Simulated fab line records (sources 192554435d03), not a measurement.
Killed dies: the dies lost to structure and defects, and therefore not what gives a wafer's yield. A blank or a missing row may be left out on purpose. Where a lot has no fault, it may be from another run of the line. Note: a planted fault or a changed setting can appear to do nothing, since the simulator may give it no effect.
fab line records / flow n5-finfet / part 2 of 2: steps 29 to 36 of 36
[record] lots = 5 wafers = 15 last-day = 17
route steps=1938 shown MIM_TOP@1837 MIM_TOP_LITHO@1839 MIM_TOP_ETCH@1851 MIM_BOT_LITHO@1854 MIM_BOT_ETCH@1866
lots that met no fault: from a run of the same line without faults
start-h: start of the lot's first displayed wafer, in hours after the record's first day / wait-h: hours elapsed since this lot's preceding step / " repeats the value in the row above / L1.1+2: a row that stands for several wafers / - no value present, or no start provided / * or withheld: withheld / < > ~ a bound
route shown NAME@n: a module of which the file shows steps, and the number in the route of the first / usual: mean/standard deviation taken from wafers without a fault / same: alike in all rows / chamber/n: place in a boat / sites: per-site readings / _std_site: the values' standard deviation / _edge_site: mean of outer sites minus mean of inner sites / radius-mm: how far each site lies from the wafer's centre / mask NAME#n: copy n / behind: the tool/chamber that last shaped the wafer / hold: what put the lot on hold/how long, in hours/how the hold closed / device: the n, p or np transistor that did not switch / end of line: the route-end tests of the same wafers / where a step has no rows: the recipe by itself / killed: dies that structure and defects cost at the first sort, which is not the same as the wafer's yield / map: per-die view of a wafer (x killed, . not killed, _ where there is no die)
set.NAME: the setting the step ran with; set.NAME@STEP: the setting that earlier step ran with / model.NAME: the simulator's own value behind a step, which no gauge read
certain route steps with their lots: each step a table, each wafer a row
services: a tool's chamber out of use, with start hour (start-h, from the record's first day; less than 0 if before it), hours out, and reason
[[steps]]
[step N5_MIM_BOT_LITHO_DESCUM_10]
[recipe] chemistry = O2 time-s = 7.9 source-power-w = 50 bias-power-w = 20 pressure-mtorr = 20 rf-frequency-hz = 2.712e+07 temp-c = 40 o2-flow-sccm = 225
[usual] drypump-motor-current-A = 5.6/0.38 o2-flow-sccm = 224.9/0.69 oes-product-au = 0.81/0.087 rf-vpp-V = 242.7/1.3 showerhead-plenum-p-Torr = 2.06/0.065 throttle-valve-pct = 20.27/0.21
lot.wafer=L076.2 tool=rie-diel-01 chamber=1 start-h=280.04 wait-h=0.0 drypump-motor-current-A=5.7 o2-flow-sccm=224.8 oes-product-au=0.80 rf-hours-counter-h=94 rf-vpp-V=245.2 showerhead-plenum-p-Torr=2.10 throttle-valve-pct=19.87
lot.wafer=L076.3 tool=rie-diel-01 chamber=2 start-h=280.04 wait-h=0.0 drypump-motor-current-A=5.9 o2-flow-sccm=224.1 oes-product-au=0.87 rf-hours-counter-h=42 rf-vpp-V=241.9 showerhead-plenum-p-Torr=2.05 throttle-valve-pct=20.18
lot.wafer=L076.5 tool=rie-diel-01 chamber=3 start-h=280.04 wait-h=0.0 drypump-motor-current-A=5.3 o2-flow-sccm=225.0 oes-product-au=0.67 rf-hours-counter-h=- rf-vpp-V=243.2 showerhead-plenum-p-Torr=2.17 throttle-valve-pct=20.53
lot.wafer=L079.1 tool=rie-diel-01 chamber=1 start-h=311.03 wait-h=0.0 drypump-motor-current-A=5.7 o2-flow-sccm=224.6 oes-product-au=0.80 rf-hours-counter-h=107 rf-vpp-V=242.6 showerhead-plenum-p-Torr=2.09 throttle-valve-pct=19.90
lot.wafer=L079.3 tool=rie-diel-01 chamber=3 start-h=311.03 wait-h=0.0 drypump-motor-current-A=5.3 o2-flow-sccm=224.6 oes-product-au=0.66 rf-hours-counter-h=231 rf-vpp-V=243.7 showerhead-plenum-p-Torr=2.16 throttle-valve-pct=20.54
lot.wafer=L079.5 tool=rie-diel-01 chamber=3 start-h=311.03 wait-h=0.0 drypump-motor-current-A=5.3 o2-flow-sccm=225.3 oes-product-au=0.67 rf-hours-counter-h=- rf-vpp-V=243.7 showerhead-plenum-p-Torr=2.16 throttle-valve-pct=20.55
lot.wafer=L090.1 tool=rie-diel-03 chamber=2 start-h=370.10 wait-h=0.4 drypump-motor-current-A=5.7 o2-flow-sccm=224.5 oes-product-au=0.82 rf-hours-counter-h=98 rf-vpp-V=242.3 showerhead-plenum-p-Torr=2.09 throttle-valve-pct=19.92
lot.wafer=L090.4 tool=rie-diel-03 chamber=2 start-h=370.10 wait-h=0.4 drypump-motor-current-A=5.6 o2-flow-sccm=224.4 oes-product-au=0.82 rf-hours-counter-h=- rf-vpp-V=243.7 showerhead-plenum-p-Torr=2.09 throttle-valve-pct=19.91
lot.wafer=L090.5 tool=rie-diel-03 chamber=3 start-h=370.10 wait-h=0.4 drypump-motor-current-A=5.4 o2-flow-sccm=224.7 oes-product-au=0.88 rf-hours-counter-h=- rf-vpp-V=244.6 showerhead-plenum-p-Torr=2.05 throttle-valve-pct=20.55
lot.wafer=L088.2 tool=rie-diel-04 chamber=1 start-h=370.51 wait-h=0.0 drypump-motor-current-A=5.4 o2-flow-sccm=225.4 oes-product-au=0.80 rf-hours-counter-h=102 rf-vpp-V=241.0 showerhead-plenum-p-Torr=2.03 throttle-valve-pct=20.45
lot.wafer=L088.3 tool=rie-diel-04 chamber=0 start-h=370.51 wait-h=0.0 drypump-motor-current-A=6.0 o2-flow-sccm=224.7 oes-product-au=0.91 rf-hours-counter-h=30 rf-vpp-V=243.0 showerhead-plenum-p-Torr=2.02 throttle-valve-pct=20.12
lot.wafer=L088.6 tool=rie-diel-04 chamber=3 start-h=370.51 wait-h=0.0 drypump-motor-current-A=4.9 o2-flow-sccm=225.4 oes-product-au=0.71 rf-hours-counter-h=- rf-vpp-V=242.6 showerhead-plenum-p-Torr=1.96 throttle-valve-pct=20.40
lot.wafer=L097.4 tool=rie-diel-03 chamber=0 start-h=403.43 wait-h=0.3 drypump-motor-current-A=6.4 o2-flow-sccm=224.1 oes-product-au=0.94 rf-hours-counter-h=6 rf-vpp-V=243.0 showerhead-plenum-p-Torr=2.04 throttle-valve-pct=20.28
lot.wafer=L097.5 tool=rie-diel-03 chamber=3 start-h=403.43 wait-h=0.3 drypump-motor-current-A=5.4 o2-flow-sccm=226.6 oes-product-au=0.87 rf-hours-counter-h=- rf-vpp-V=242.2 showerhead-plenum-p-Torr=2.05 throttle-valve-pct=20.58
lot.wafer=L097.6 tool=rie-diel-03 chamber=2 start-h=403.43 wait-h=0.3 drypump-motor-current-A=5.6 o2-flow-sccm=225.1 oes-product-au=0.82 rf-hours-counter-h=- rf-vpp-V=242.5 showerhead-plenum-p-Torr=2.09 throttle-valve-pct=19.93
[step N5_MIM_BOT_ETCH_ETCH_04]
[recipe] chemistry = CF4/O2 target = SiNx target-depth-a = 260 time-s = 13 ion-energy-ev = 100 pressure-mtorr = 40 source-w = 535 bias-w = 49 Ar_flow_sccm = 100 cf4-flow-sccm = 100 O2_flow_sccm = 10
[usual] drypump-motor-current-A = 5.6/0.38 oes-product-au = 0.81/0.092 rf-vpp-V = 237/5.2 showerhead-plenum-p-Torr = 2.18/0.065 throttle-valve-pct = 15.87/0.2
lot.wafer=L076.2 tool=rie-diel-01 chamber=1 start-h=280.11 wait-h=0.0 drypump-motor-current-A=5.8 oes-product-au=0.80 rf-hours-counter-h=94 rf-vpp-V=235 showerhead-plenum-p-Torr=2.23 throttle-valve-pct=15.57
lot.wafer=L076.3 tool=rie-diel-01 chamber=2 start-h=280.11 wait-h=0.0 drypump-motor-current-A=5.9 oes-product-au=0.87 rf-hours-counter-h=42 rf-vpp-V=236 showerhead-plenum-p-Torr=2.17 throttle-valve-pct=15.79
lot.wafer=L076.5 tool=rie-diel-01 chamber=3 start-h=280.11 wait-h=0.0 drypump-motor-current-A=5.3 oes-product-au=0.68 rf-hours-counter-h=- rf-vpp-V=238 showerhead-plenum-p-Torr=2.27 throttle-valve-pct=16.10
lot.wafer=L079.1 tool=rie-diel-01 chamber=1 start-h=311.09 wait-h=0.0 drypump-motor-current-A=5.7 oes-product-au=0.79 rf-hours-counter-h=107 rf-vpp-V=234 showerhead-plenum-p-Torr=2.23 throttle-valve-pct=15.59
lot.wafer=L079.3 tool=rie-diel-01 chamber=3 start-h=311.09 wait-h=0.0 drypump-motor-current-A=5.3 oes-product-au=0.67 rf-hours-counter-h=231 rf-vpp-V=236 showerhead-plenum-p-Torr=2.27 throttle-valve-pct=16.11
lot.wafer=L079.5 tool=rie-diel-01 chamber=3 start-h=311.09 wait-h=0.0 drypump-motor-current-A=5.3 oes-product-au=0.67 rf-hours-counter-h=- rf-vpp-V=238 showerhead-plenum-p-Torr=2.27 throttle-valve-pct=16.14
lot.wafer=L090.1 tool=rie-diel-03 chamber=2 start-h=370.20 wait-h=0.1 drypump-motor-current-A=5.6 oes-product-au=0.81 rf-hours-counter-h=98 rf-vpp-V=245 showerhead-plenum-p-Torr=2.21 throttle-valve-pct=15.55
lot.wafer=L090.4 tool=rie-diel-03 chamber=2 start-h=370.20 wait-h=0.1 drypump-motor-current-A=5.6 oes-product-au=0.81 rf-hours-counter-h=- rf-vpp-V=244 showerhead-plenum-p-Torr=2.21 throttle-valve-pct=15.56
lot.wafer=L090.5 tool=rie-diel-03 chamber=3 start-h=370.20 wait-h=0.1 drypump-motor-current-A=5.4 oes-product-au=0.90 rf-hours-counter-h=- rf-vpp-V=236 showerhead-plenum-p-Torr=2.14 throttle-valve-pct=16.00
lot.wafer=L088.2 tool=rie-diel-04 chamber=1 start-h=370.57 wait-h=0.0 drypump-motor-current-A=5.4 oes-product-au=0.80 rf-hours-counter-h=102 rf-vpp-V=239 showerhead-plenum-p-Torr=2.12 throttle-valve-pct=15.95
lot.wafer=L088.3 tool=rie-diel-04 chamber=0 start-h=370.57 wait-h=0.0 drypump-motor-current-A=6.1 oes-product-au=0.91 rf-hours-counter-h=30 rf-vpp-V=242 showerhead-plenum-p-Torr=2.15 throttle-valve-pct=15.75
lot.wafer=L088.6 tool=rie-diel-04 chamber=3 start-h=370.57 wait-h=0.0 drypump-motor-current-A=4.9 oes-product-au=0.70 rf-hours-counter-h=- rf-vpp-V=232 showerhead-plenum-p-Torr=2.09 throttle-valve-pct=16.15
lot.wafer=L097.4 tool=rie-diel-03 chamber=0 start-h=403.49 wait-h=0.0 drypump-motor-current-A=6.4 oes-product-au=0.95 rf-hours-counter-h=6 rf-vpp-V=233 showerhead-plenum-p-Torr=2.18 throttle-valve-pct=15.89
lot.wafer=L097.5 tool=rie-diel-03 chamber=3 start-h=403.49 wait-h=0.0 drypump-motor-current-A=5.4 oes-product-au=0.88 rf-hours-counter-h=- rf-vpp-V=237 showerhead-plenum-p-Torr=2.14 throttle-valve-pct=16.02
lot.wafer=L097.6 tool=rie-diel-03 chamber=2 start-h=403.49 wait-h=0.0 drypump-motor-current-A=5.6 oes-product-au=0.80 rf-hours-counter-h=- rf-vpp-V=245 showerhead-plenum-p-Torr=2.21 throttle-valve-pct=15.56
[step N5_MIM_BOT_ETCH_ETCH_03]
[recipe] chemistry = Cl2/BCl3 target-depth-a = 120 pressure-mtorr = 8 icp-w = 800 bias-w = 100 Cl2_flow_sccm = 20 bcl3-flow-sccm = 80
[usual] drypump-motor-current-A = 5.9/0.44 he-backside-leak-sccm = 3.24/0.19 oes-product-au = 0.84/0.07 throttle-valve-pct = 27.07/0.29
lot.wafer=L076.2 tool=rie-metal-03 chamber=1 start-h=280.20 wait-h=0.1 drypump-motor-current-A=6.2 he-backside-leak-sccm=3.41 oes-product-au=0.89 rf-hours-counter-h=7 throttle-valve-pct=27.45
lot.wafer=L076.3 tool=rie-metal-03 chamber=0 start-h=280.20 wait-h=0.1 drypump-motor-current-A=6.2 he-backside-leak-sccm=3.08 oes-product-au=0.97 rf-hours-counter-h=- throttle-valve-pct=26.83
lot.wafer=L076.5 tool=rie-metal-03 chamber=1 start-h=280.20 wait-h=0.1 drypump-motor-current-A=6.2 he-backside-leak-sccm=3.33 oes-product-au=0.90 rf-hours-counter-h=- throttle-valve-pct=27.46
lot.wafer=L079.1 tool=rie-metal-02 chamber=1 start-h=311.18 wait-h=0.1 drypump-motor-current-A=5.0 he-backside-leak-sccm=3.31 oes-product-au=0.75 rf-hours-counter-h=47 throttle-valve-pct=27.01
lot.wafer=L079.3 tool=rie-metal-02 chamber=0 start-h=311.18 wait-h=0.1 drypump-motor-current-A=5.9 he-backside-leak-sccm=3.17 oes-product-au=0.80 rf-hours-counter-h=- throttle-valve-pct=26.79
lot.wafer=L079.5 tool=rie-metal-02 chamber=1 start-h=311.18 wait-h=0.1 drypump-motor-current-A=5.0 he-backside-leak-sccm=3.47 oes-product-au=0.75 rf-hours-counter-h=- throttle-valve-pct=27.00
lot.wafer=L090.1 tool=rie-metal-01 chamber=1 start-h=370.32 wait-h=0.1 drypump-motor-current-A=5.2 he-backside-leak-sccm=3.43 oes-product-au=0.76 rf-hours-counter-h=54 throttle-valve-pct=27.41
lot.wafer=L090.4 tool=rie-metal-01 chamber=0 start-h=370.32 wait-h=0.1 drypump-motor-current-A=5.8 he-backside-leak-sccm=3.16 oes-product-au=0.79 rf-hours-counter-h=- throttle-valve-pct=26.84
lot.wafer=L090.5 tool=rie-metal-01 chamber=1 start-h=370.32 wait-h=0.1 drypump-motor-current-A=5.2 he-backside-leak-sccm=3.44 oes-product-au=0.75 rf-hours-counter-h=- throttle-valve-pct=27.40
lot.wafer=L088.2 tool=rie-metal-03 chamber=0 start-h=370.66 wait-h=0.1 drypump-motor-current-A=6.2 he-backside-leak-sccm=2.91 oes-product-au=0.91 rf-hours-counter-h=14 throttle-valve-pct=26.86
lot.wafer=L088.3 tool=rie-metal-03 chamber=1 start-h=370.66 wait-h=0.1 drypump-motor-current-A=6.2 he-backside-leak-sccm=3.52 oes-product-au=0.85 rf-hours-counter-h=- throttle-valve-pct=27.48
lot.wafer=L088.6 tool=rie-metal-03 chamber=1 start-h=370.66 wait-h=0.1 drypump-motor-current-A=6.2 he-backside-leak-sccm=3.32 oes-product-au=0.84 rf-hours-counter-h=- throttle-valve-pct=27.49
lot.wafer=L097.4 tool=rie-metal-03 chamber=1 start-h=403.61 wait-h=0.1 drypump-motor-current-A=6.2 he-backside-leak-sccm=3.43 oes-product-au=0.84 rf-hours-counter-h=- throttle-valve-pct=27.46
lot.wafer=L097.5 tool=rie-metal-03 chamber=1 start-h=403.61 wait-h=0.1 drypump-motor-current-A=6.2 he-backside-leak-sccm=3.42 oes-product-au=0.84 rf-hours-counter-h=- throttle-valve-pct=27.48
lot.wafer=L097.6 tool=rie-metal-03 chamber=0 start-h=403.61 wait-h=0.1 drypump-motor-current-A=6.2 he-backside-leak-sccm=3.22 oes-product-au=0.89 rf-hours-counter-h=- throttle-valve-pct=26.84
[step N5_MIM_BOT_ETCH_ETCH_00]
[recipe] chemistry = Cl2/BCl3 target = TiN target-depth-a = 455 ion-energy-ev = 150 pressure-mtorr = 10 icp-w = 1000 bias-w = 126 Cl2_flow_sccm = 53.25 bcl3-flow-sccm = 21.75 Ar_flow_sccm = 25
[usual] drypump-motor-current-A = 5.9/0.43 he-backside-leak-sccm = 3.3/0.32 oes-product-au = 0.84/0.07 throttle-valve-pct = 21.55/0.19
lot.wafer=L076.2 tool=rie-metal-03 chamber=1 start-h=280.29 wait-h=0.1 drypump-motor-current-A=6.2 he-backside-leak-sccm=3.2 oes-product-au=0.90 rf-hours-counter-h=7 throttle-valve-pct=21.77
lot.wafer=L076.3 tool=rie-metal-03 chamber=0 start-h=280.29 wait-h=0.1 drypump-motor-current-A=6.2 he-backside-leak-sccm=3.2 oes-product-au=0.98 rf-hours-counter-h=- throttle-valve-pct=21.48
lot.wafer=L076.5 tool=rie-metal-03 chamber=1 start-h=280.29 wait-h=0.1 drypump-motor-current-A=6.2 he-backside-leak-sccm=5.2 oes-product-au=0.90 rf-hours-counter-h=- throttle-valve-pct=21.76
lot.wafer=L079.1 tool=rie-metal-02 chamber=1 start-h=311.27 wait-h=0.1 drypump-motor-current-A=5.0 he-backside-leak-sccm=3.4 oes-product-au=0.75 rf-hours-counter-h=47 throttle-valve-pct=21.40
lot.wafer=L079.3 tool=rie-metal-02 chamber=0 start-h=311.27 wait-h=0.1 drypump-motor-current-A=5.9 he-backside-leak-sccm=3.1 oes-product-au=0.80 rf-hours-counter-h=- throttle-valve-pct=21.33
lot.wafer=L079.5 tool=rie-metal-02 chamber=1 start-h=311.27 wait-h=0.1 drypump-motor-current-A=5.0 he-backside-leak-sccm=3.3 oes-product-au=0.75 rf-hours-counter-h=- throttle-valve-pct=21.39
lot.wafer=L090.1 tool=rie-metal-01 chamber=1 start-h=370.41 wait-h=0.1 drypump-motor-current-A=5.2 he-backside-leak-sccm=3.3 oes-product-au=0.75 rf-hours-counter-h=54 throttle-valve-pct=21.77
lot.wafer=L090.4 tool=rie-metal-01 chamber=0 start-h=370.41 wait-h=0.1 drypump-motor-current-A=5.8 he-backside-leak-sccm=5.6 oes-product-au=0.80 rf-hours-counter-h=- throttle-valve-pct=21.34
lot.wafer=L090.5 tool=rie-metal-01 chamber=1 start-h=370.41 wait-h=0.1 drypump-motor-current-A=5.3 he-backside-leak-sccm=3.2 oes-product-au=0.75 rf-hours-counter-h=- throttle-valve-pct=21.75
lot.wafer=L088.2 tool=rie-metal-03 chamber=0 start-h=370.75 wait-h=0.1 drypump-motor-current-A=6.2 he-backside-leak-sccm=3.2 oes-product-au=0.92 rf-hours-counter-h=14 throttle-valve-pct=21.49
lot.wafer=L088.3 tool=rie-metal-03 chamber=1 start-h=370.75 wait-h=0.1 drypump-motor-current-A=6.2 he-backside-leak-sccm=3.5 oes-product-au=0.86 rf-hours-counter-h=- throttle-valve-pct=21.79
lot.wafer=L088.6 tool=rie-metal-03 chamber=1 start-h=370.75 wait-h=0.1 drypump-motor-current-A=6.2 he-backside-leak-sccm=3.5 oes-product-au=0.85 rf-hours-counter-h=- throttle-valve-pct=21.80
lot.wafer=L097.4 tool=rie-metal-03 chamber=1 start-h=403.71 wait-h=0.1 drypump-motor-current-A=6.2 he-backside-leak-sccm=3.5 oes-product-au=0.83 rf-hours-counter-h=- throttle-valve-pct=21.81
lot.wafer=L097.5 tool=rie-metal-03 chamber=1 start-h=403.71 wait-h=0.1 drypump-motor-current-A=6.2 he-backside-leak-sccm=3.3 oes-product-au=0.84 rf-hours-counter-h=- throttle-valve-pct=21.80
lot.wafer=L097.6 tool=rie-metal-03 chamber=0 start-h=403.71 wait-h=0.1 drypump-motor-current-A=6.2 he-backside-leak-sccm=3.3 oes-product-au=0.89 rf-hours-counter-h=- throttle-valve-pct=21.50
[step N5_MIM_BOT_ETCH_STRIP_01]
[recipe] chemistry = O2 power-w = 600 temp-c = 60 pressure-mtorr = 30 rf-frequency-hz = 6e+07 bias-power-w = 0 overash-fraction = 0.5 o2-flow-sccm = 225
[usual] drypump-motor-current-A = 5.6/0.41 o2-flow-sccm = 224.9/0.7 oes-product-au = 0.82/0.083 rf-vpp-V = 3.6/1.2 showerhead-plenum-p-Torr = 2.06/0.059 throttle-valve-pct = 16.54/0.23
lot.wafer=L076.2 tool=rie-diel-01 chamber=2 start-h=280.43 wait-h=0.1 drypump-motor-current-A=5.9 o2-flow-sccm=222.8 oes-product-au=0.88 rf-hours-counter-h=42 rf-vpp-V=2.5 showerhead-plenum-p-Torr=2.05 throttle-valve-pct=16.43
lot.wafer=L076.3 tool=rie-diel-01 chamber=3 start-h=280.43 wait-h=0.1 drypump-motor-current-A=5.3 o2-flow-sccm=225.2 oes-product-au=0.66 rf-hours-counter-h=218 rf-vpp-V=7.0 showerhead-plenum-p-Torr=2.17 throttle-valve-pct=16.83
lot.wafer=L076.5 tool=rie-diel-01 chamber=2 start-h=280.43 wait-h=0.1 drypump-motor-current-A=5.9 o2-flow-sccm=224.0 oes-product-au=0.88 rf-hours-counter-h=- rf-vpp-V=3.5 showerhead-plenum-p-Torr=2.05 throttle-valve-pct=16.44
lot.wafer=L079.1 tool=rie-diel-03 chamber=1 start-h=311.41 wait-h=0.1 drypump-motor-current-A=5.1 o2-flow-sccm=224.5 oes-product-au=0.82 rf-hours-counter-h=58 rf-vpp-V=3.5 showerhead-plenum-p-Torr=2.12 throttle-valve-pct=16.57
lot.wafer=L079.3 tool=rie-diel-03 chamber=3 start-h=311.41 wait-h=0.1 drypump-motor-current-A=5.4 o2-flow-sccm=226.2 oes-product-au=0.93 rf-hours-counter-h=18 rf-vpp-V=6.2 showerhead-plenum-p-Torr=2.06 throttle-valve-pct=16.79
lot.wafer=L079.5 tool=rie-diel-03 chamber=2 start-h=311.41 wait-h=0.1 drypump-motor-current-A=5.6 o2-flow-sccm=223.3 oes-product-au=0.85 rf-hours-counter-h=- rf-vpp-V=2.2 showerhead-plenum-p-Torr=2.11 throttle-valve-pct=16.15
lot.wafer=L090.1 tool=rie-diel-01 chamber=1 start-h=370.60 wait-h=0.2 drypump-motor-current-A=5.8 o2-flow-sccm=225.6 oes-product-au=0.78 rf-hours-counter-h=130 rf-vpp-V=2.1 showerhead-plenum-p-Torr=2.09 throttle-valve-pct=16.22
lot.wafer=L090.4 tool=rie-diel-01 chamber=2 start-h=370.60 wait-h=0.2 drypump-motor-current-A=5.9 o2-flow-sccm=225.5 oes-product-au=0.84 rf-hours-counter-h=- rf-vpp-V=1.4 showerhead-plenum-p-Torr=2.04 throttle-valve-pct=16.50
lot.wafer=L090.5 tool=rie-diel-01 chamber=0 start-h=370.60 wait-h=0.2 drypump-motor-current-A=5.8 o2-flow-sccm=224.6 oes-product-au=0.91 rf-hours-counter-h=- rf-vpp-V=2.4 showerhead-plenum-p-Torr=2.23 throttle-valve-pct=16.40
lot.wafer=L088.2 tool=rie-diel-04 chamber=1 start-h=370.89 wait-h=0.1 drypump-motor-current-A=5.4 o2-flow-sccm=226.4 oes-product-au=0.80 rf-hours-counter-h=102 rf-vpp-V=3.2 showerhead-plenum-p-Torr=2.03 throttle-valve-pct=16.68
lot.wafer=L088.3 tool=rie-diel-04 chamber=0 start-h=370.89 wait-h=0.1 drypump-motor-current-A=6.1 o2-flow-sccm=224.1 oes-product-au=0.91 rf-hours-counter-h=30 rf-vpp-V=4.5 showerhead-plenum-p-Torr=2.02 throttle-valve-pct=16.34
lot.wafer=L088.6 tool=rie-diel-04 chamber=1 start-h=370.89 wait-h=0.1 drypump-motor-current-A=5.4 o2-flow-sccm=225.1 oes-product-au=0.80 rf-hours-counter-h=- rf-vpp-V=2.6 showerhead-plenum-p-Torr=2.03 throttle-valve-pct=16.68
lot.wafer=L097.4 tool=rie-diel-04 chamber=2 start-h=403.89 wait-h=0.1 drypump-motor-current-A=5.5 o2-flow-sccm=226.8 oes-product-au=0.76 rf-hours-counter-h=146 rf-vpp-V=1.9 showerhead-plenum-p-Torr=2.02 throttle-valve-pct=16.52
lot.wafer=L097.5 tool=rie-diel-04 chamber=1 start-h=403.89 wait-h=0.1 drypump-motor-current-A=5.4 o2-flow-sccm=224.8 oes-product-au=0.78 rf-hours-counter-h=- rf-vpp-V=6.6 showerhead-plenum-p-Torr=2.02 throttle-valve-pct=16.73
lot.wafer=L097.6 tool=rie-diel-04 chamber=2 start-h=403.89 wait-h=0.1 drypump-motor-current-A=5.5 o2-flow-sccm=224.7 oes-product-au=0.75 rf-hours-counter-h=- rf-vpp-V=3.3 showerhead-plenum-p-Torr=2.02 throttle-valve-pct=16.56
[step N5_MIM_BOT_ETCH_STRIP_02]
[recipe] chemistry = post-etch-residue-remover time-s = 1200 temp-c = 72.5
lot.wafer=L076.2+3+5 tool=wet-bench-05 chamber=2,0,3 start-h=280.50 wait-h=-
lot.wafer=L079.1+3+5 tool=wet-bench-02 chamber=2,7,4 start-h=311.48 wait-h=-
lot.wafer=L090.1+4+5 tool=wet-bench-03 chamber=4,2,3 start-h=370.67 wait-h=-
lot.wafer=L088.2+3+6 tool=wet-bench-05 chamber=4,0,5 start-h=370.96 wait-h=-
lot.wafer=L097.4+5+6 tool=wet-bench-02 chamber=3,2,7 start-h=403.96 wait-h=-
[step N5_MIM_BOT_ETCH_CLEAN_05]
[recipe] chemistry = IPA time-s = 180 temp-c = 25
lot.wafer=L076.2+3+5 tool=wet-bench-05 chamber=2,0,3 start-h=280.83 wait-h=0.0
lot.wafer=L079.1+3+5 tool=wet-bench-02 chamber=2,7,4 start-h=311.81 wait-h=0.0
lot.wafer=L090.1+4+5 tool=wet-bench-03 chamber=4,2,3 start-h=371.00 wait-h=0.0
lot.wafer=L088.2+3+6 tool=wet-bench-05 chamber=4,0,5 start-h=371.29 wait-h=0.0
lot.wafer=L097.4+5+6 tool=wet-bench-02 chamber=3,2,7 start-h=404.63 wait-h=0.0
[step N5_MIM_BOT_ETCH_SRD_06]
[recipe] dry = ipa-marangoni time-s = 30 temp-c = 23 rinse-liquid = diw
lot.wafer=L076.2+3+5 tool=wet-bench-05 chamber=2,0,3 start-h=280.88 wait-h=0.0
lot.wafer=L079.1+3+5 tool=wet-bench-02 chamber=2,7,4 start-h=311.86 wait-h=0.0
lot.wafer=L090.1+4+5 tool=wet-bench-03 chamber=4,2,3 start-h=371.06 wait-h=0.0
lot.wafer=L088.2+3+6 tool=wet-bench-05 chamber=4,0,5 start-h=371.35 wait-h=0.0
lot.wafer=L097.4+5+6 tool=wet-bench-02 chamber=3,2,7 start-h=404.73 wait-h=0.0
[[services]]
tool=rie-diel-05 chamber=0 start-h=261.54 hours=19.9 kind=repair
tool=pecvd-03 chamber=0 start-h=262.05 hours=7.4 kind=repair
tool=rie-diel-06 chamber=2 start-h=264.89 hours=6.7 kind=repair
tool=pecvd-03 chamber=2 start-h=266.43 hours=2.0 kind=repair
tool=krf-scanner-01 chamber=- start-h=270.31 hours=1.0 kind=pm
tool=krf-scanner-02 chamber=- start-h=271.73 hours=1.0 kind=pm
tool=rie-metal-02 chamber=- start-h=286.09 hours=2.8 kind=pm
tool=krf-scanner-02 chamber=- start-h=287.54 hours=21.0 kind=pm
tool=rie-diel-05 chamber=- start-h=298.29 hours=4.3 kind=pm
tool=rie-metal-03 chamber=1 start-h=301.29 hours=4.4 kind=repair
tool=rie-diel-06 chamber=2 start-h=307.35 hours=1.8 kind=repair
tool=krf-scanner-02 chamber=- start-h=308.54 hours=4.0 kind=pm
tool=rie-diel-06 chamber=2 start-h=309.34 hours=9.4 kind=repair
tool=krf-scanner-01 chamber=- start-h=312.56 hours=1.3 kind=pm
tool=krf-scanner-01 chamber=- start-h=320.95 hours=0.3 kind=repair
tool=pecvd-03 chamber=- start-h=341.62 hours=1.6 kind=repair
tool=krf-scanner-01 chamber=- start-h=346.86 hours=0.8 kind=pm
tool=rie-diel-06 chamber=3 start-h=351.73 hours=3.7 kind=repair
tool=krf-scanner-02 chamber=- start-h=353.25 hours=4.4 kind=pm
tool=rie-diel-03 chamber=1 start-h=362.98 hours=15.7 kind=repair
tool=rie-diel-03 chamber=- start-h=375.35 hours=15.6 kind=pm
tool=rie-diel-01 chamber=- start-h=394.24 hours=10.0 kind=pm
tool=wet-bench-05 chamber=- start-h=399.87 hours=2.3 kind=repair
tool=rie-diel-01 chamber=- start-h=404.24 hours=2.8 kind=pm
